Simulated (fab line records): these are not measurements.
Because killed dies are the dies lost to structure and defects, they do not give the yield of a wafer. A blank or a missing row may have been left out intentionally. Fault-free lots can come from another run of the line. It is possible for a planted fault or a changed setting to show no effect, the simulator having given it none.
Chamber matching -- flow n5_finfet -- N5_HKMG_FIN_DESCUM_17 on rie_diel-03 has 4 sister chambers
The step chemistry O2, time 7.9 s. 16 wafers are shown with their chamber, then 8 later ones without.

## WAFERS PAIRED WITH THEIR CHAMBERS
wafer,chamber,throttle_valve_pct (%),drypump_motor_current_A (A),oes_product_au (a.u.)
L077.1,2,20.6,6.2,0.75
L077.2,0,20.9,5.2,0.70
L077.4,3,20.5,5.1,0.76
L078.1,3,20.5,5.2,0.76
L078.2,2,20.6,6.2,0.74
L078.4,1,20.4,5.8,0.82
L080.2,2,20.6,6.3,0.75
L080.3,3,20.5,5.1,0.76
L080.4,1,20.4,5.8,0.81
L081.3,0,20.9,5.3,0.71
L081.4,3,20.5,5.1,0.76
L081.6,1,20.5,5.8,0.80
L082.3,3,20.5,5.1,0.76
L082.4,2,20.6,6.3,0.74
L082.6,3,20.5,5.2,0.76
L087.1,0,20.9,5.3,0.69

SIGNATURES (averages over the wafers above)
reading,chamber 0,chamber 1,chamber 2,chamber 3,scatter within a chamber
throttle_valve_pct,20.900,20.433,20.600,20.500,0.0236
drypump_motor_current_A,5.267,5.800,6.250,5.133,0.05
oes_product_au,0.7000,0.8100,0.7450,0.7600,0.00645
Rule: a wafer lies at a distance from a chamber equal to the root of the sum of squares, over the readings, of (its reading less the chamber's mean, divided by the reading's scatter). If the next closest chamber is less than 2 further off than the closest, the wafer can't be placed; otherwise it belongs to the closest. How the scatter is found: for the shown wafers, subtract from each reading the mean of its chamber, square and add these, divide the total by (wafers less chambers), then take the root.

## WAFERS WITHOUT THEIR CHAMBER
wafer,throttle_valve_pct (%),drypump_motor_current_A (A),oes_product_au (a.u.)
L087.2,20.7,6.3,0.73
L087.5,20.5,5.8,0.79
L089.1,20.5,5.8,0.79
L089.4,20.5,5.1,0.74
L089.6,20.5,5.8,0.79
L094.4,20.7,6.3,0.71
L094.5,20.5,5.8,0.78
L094.6,20.6,5.1,0.72

## EACH ONE'S CHAMBER
wafer,from the rows above,in truth
L087.2,2,2
L087.5,1,1
L089.1,1,1
L089.4,3,3
L089.6,1,1
L094.4,2,2
L094.5,1,1
L094.6,3,3
Correct placement for 8 of the 8. Can't be placed from these rows: 0. Wrongly placed: 0.
